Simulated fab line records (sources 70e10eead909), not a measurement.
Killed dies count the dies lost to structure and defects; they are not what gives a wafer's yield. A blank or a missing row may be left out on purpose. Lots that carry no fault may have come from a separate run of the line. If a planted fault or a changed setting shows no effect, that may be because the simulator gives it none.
Chamber matching    flow nand harc    NHARC_A_CONTACT_ETCH_102 on rie diel-11 has 4 sister chambers
The step etches the open film in CF4/O2, target depth 100 nm, overetch 10 nm, time 55 s. 8 wafers are shown with their chamber, then 7 later ones without.

== WAFERS, EACH WITH ITS CHAMBER ==
wafer   chamber  showerhead plenum p Torr (Torr)  drypump motor current A (A)
L080.3  3        1.30                             5.8
L080.5  2        1.42                             5.4
L082.2  2        1.42                             5.5
L082.5  0        1.41                             6.2
L086.4  3        1.29                             5.9
L086.6  1        1.43                             6.1
L089.1  0        1.40                             6.2
L089.2  1        1.43                             6.1

== WAFERS WITH NO CHAMBER GIVEN ==
wafer   showerhead plenum p Torr (Torr)  drypump motor current A (A)
L089.5  1.43                             6.1
L092.1  1.40                             6.2
L092.2  1.43                             6.1
L092.3  1.41                             5.5
L096.1  1.41                             5.4
L096.5  1.41                             5.4
L096.6  1.43                             6.1

== WHICH CHAMBER EACH WENT THROUGH ==
wafer   from the rows above  in truth
L089.5  1                    1
L092.1  0                    0
L092.2  1                    1
L092.3  2                    2
L096.1  2                    2
L096.5  2                    2
L096.6  1                    1
Correctly placed: 7 of 7. Not placeable from these rows: 0. Number placed wrongly: 0.
How it was worked out, from the rows above alone: a wafer's distance from a chamber is the root of the sum, over the readings, of the square of ((its reading less the chamber's mean) divided by the reading's scatter). The wafer belongs to the nearest chamber; if the next one is less than 2 further off, it can't be placed. The mean given for a chamber averages the wafers shown for that chamber. The scatter: the root of (the sum of the squares of (reading less its chamber's mean) over the shown wafers, divided by (wafers less chambers)).
